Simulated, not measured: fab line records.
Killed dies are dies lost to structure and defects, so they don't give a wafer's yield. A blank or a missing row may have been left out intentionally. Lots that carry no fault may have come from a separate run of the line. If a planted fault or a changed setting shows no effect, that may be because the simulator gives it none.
A lot that was struck, set against a sound lot || flow n5-finfet || 15 out of 1938 route steps
Sound: wafers L603.1, L603.2, L603.4. Struck: wafers L593.1, L593.2, L593.6. The cause is given at the end.
Per side, at each step with rows, come the tool, then ch with its chambers, and then its first start. Under that, the readings that differ: sound wafers || struck wafers || difference of the means || sigmas: that difference in standard deviations of wafers without a fault.
alike: same words and numbers on both sides, and readings whose means sit less than 2 such deviations apart. not compared: any withheld reading, any reading some wafer has no value for, any bound like >300 that may hide the same value, and any number with overlapping values for which the record gives no deviation.
A row with sigmas, a row that says differs or no value, or rows on one side alone: a step with any of these is where the two part. Non-overlapping numbers with no deviation appear without sigmas and do not part them. A reading that every wafer of one side lacks parts them only if that side has two wafers or more.

first, 1 step without rows for these wafers: N5_BEOL_M14_HARDBAKE_14 (time 120 s).
N5_BEOL_M14_CD_MEAS_10 targets a cd of 250 nm.
  sound on cd-sem-03 ch 0, day 16 08:48; struck on cd-sem-03 ch 0, day 13 14:37
  alike: cd-nm
N5_BEOL_M14_OVL_MEAS_11:
  sound on overlay-01 ch 0, day 16 08:50; struck on overlay-02 ch 0, day 13 14:38
  alike: V13_OVL
N5_BEOL_M14_INSPECT_12: inspects for defects (macro).
  struck on defect-inspect-01, day 13 14:40; sound on defect-inspect-02, day 16 08:51
  alike: raw-defect-count
N5_BEOL_M14_DESCUM_15: chemistry O2, time 7.9 s.
  sound on rie-diel-04 ch 0,2,3, day 16 08:56; struck on rie-diel-04 ch 0,1,3, day 13 14:43
  alike: drypump-motor-current-A, oes-product-au, rf-vpp-V, showerhead-plenum-p-Torr, throttle-valve-pct
  not compared: rf-hours-counter-h
N5_BEOL_M14_ETCH_59: etches BARC in N2/H2, target depth 89 nm, overetch 26.7 nm, time 67.9 s.
  sound on rie-diel-04 ch 0,2,3, day 16 08:59; struck on rie-diel-04 ch 0,1,3, day 13 14:44
  alike: drypump-motor-current-A, oes-product-au, rf-vpp-V, showerhead-plenum-p-Torr, throttle-valve-pct
  not compared: rf-hours-counter-h
N5_BEOL_M14_VIA_ETCH_16: etches SiO2 in C4F8/O2/Ar, target depth 1231.3 nm.
  sound on rie-diel-04 ch 0,2,3, day 16 09:02; struck on rie-diel-04 ch 0,1,3, day 13 14:47
  alike: drypump-motor-current-A, oes-product-au, rf-vpp-V, showerhead-plenum-p-Torr, throttle-valve-pct
N5_BEOL_M14_STRIP_63: strips in O2.
  sound on rie-diel-04 ch 0,2,3; struck on rie-diel-04 ch 0,1,3
  alike: drypump-motor-current-A, oes-product-au, rf-vpp-V, showerhead-plenum-p-Torr, throttle-valve-pct
  not compared: rf-hours-counter-h
N5_BEOL_M14_STRIP_64: strips in O2.
  sound on rie-diel-04 ch 0,2,3; struck on rie-diel-04 ch 0,1,3
  alike: drypump-motor-current-A, oes-product-au, rf-vpp-V, showerhead-plenum-p-Torr, throttle-valve-pct
  not compared: rf-hours-counter-h
then, 2 steps without rows for these wafers: N5_BEOL_M14_STRIP_71 (strips in post etch residue remover, time 60 s); N5_BEOL_M14_SRD_72 (time 30 s, dry time 30 s).
N5_BEOL_M14_CD_MEAS_17 targets a cd of 250 nm.
  struck on cd-sem-02, day 13 15:08; sound on cd-sem-03, day 16 09:23
  alike: cd-nm
N5_BEOL_M14_COAT_65: time 60 s, resist thk 450 nm.
  sound on litho-track-03 ch 0, day 16 09:25; struck on litho-track-03 ch 0, day 13 15:11
{"reading": "spin-speed-rpm (rpm)", "sound": "1500.1 1499.8 1499.5", "struck": "1646.0 1646.2 1645.7", "difference": "+146.2", "sigmas": "+99 or more"}
{"reading": "model.SOC_of_BEOL_M14_COAT_65.thk-nm (nm)", "sound": "451 452 452.2", "struck": "428.6 427.6 428.6", "difference": -23.5, "sigmas": ""}
  alike: dispense-pressure-kPa
then, 2 steps without rows for these wafers: N5_BEOL_M14_COAT_66 (time 60 s, resist thk 110 nm); N5_PASSIVATION_PROBE_49.

## WHERE THEY PART
At N5_BEOL_M14_COAT_65 and nowhere else, as far as this record goes.

WHY: what had been put in by the simulator
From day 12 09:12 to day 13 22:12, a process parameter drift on litho-track-03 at N5_BEOL_M14_COAT_65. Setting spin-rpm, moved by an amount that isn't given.
